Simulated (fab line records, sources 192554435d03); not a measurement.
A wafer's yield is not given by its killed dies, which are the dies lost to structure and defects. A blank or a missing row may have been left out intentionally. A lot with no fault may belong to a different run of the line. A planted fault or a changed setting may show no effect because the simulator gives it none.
Matching of chambers | flow n5_finfet | N5_BEOL_M6_DESCUM_16 on rie_diel-05 has 4 sister chambers
The step chemistry O2, time 7.9 s. 4 wafers are shown with their chamber, then 12 later ones without.

== WAFERS PAIRED WITH THEIR CHAMBERS ==
wafer  | chamber | showerhead_plenum_p_Torr (Torr)
L086.3 | 2       | 2.16
L085.2 | 1       | 2.11
L085.4 | 0       | 2.10
L085.5 | 3       | 2.22

== WAFERS WHOSE CHAMBER IS MISSING ==
wafer  | showerhead_plenum_p_Torr (Torr)
L087.3 | 2.22
L087.4 | 2.11
L087.5 | 2.22
L089.1 | 2.16
L089.5 | 2.22
L089.6 | 2.10
L091.1 | 2.10
L091.2 | 2.16
L091.6 | 2.11
L095.2 | 2.09
L095.3 | 2.15
L095.5 | 2.15

== CHAMBER TAKEN BY EACH ==
wafer  | from the rows above     | in truth
L087.3 | 3                       | 3
L087.4 | can't be placed: 1 or 0 | 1
L087.5 | 3                       | 3
L089.1 | 2                       | 2
L089.5 | 3                       | 3
L089.6 | can't be placed: 0 or 1 | 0
L091.1 | can't be placed: 0 or 1 | 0
L091.2 | 2                       | 2
L091.6 | can't be placed: 1 or 0 | 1
L095.2 | can't be placed: 0 or 1 | 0
L095.3 | 2                       | 2
L095.5 | 2                       | 2
Placed correctly: 7 of 12. Unplaceable from these rows: 5, with the true chamber sitting among the candidates in 5. Number placed wrongly: 0.
How it was worked out, from the rows above alone: a wafer's distance from a chamber is the root of the sum, over the readings, of the square of ((its reading less the chamber's mean) divided by the reading's scatter). The wafer belongs to the nearest chamber; if the next one is less than 2 further off, it can't be placed. Each chamber's mean is taken over the wafers shown for it. The scatter: root of mean squared gap, hidden wafer to nearest shown wafer, with one shown wafer a chamber.
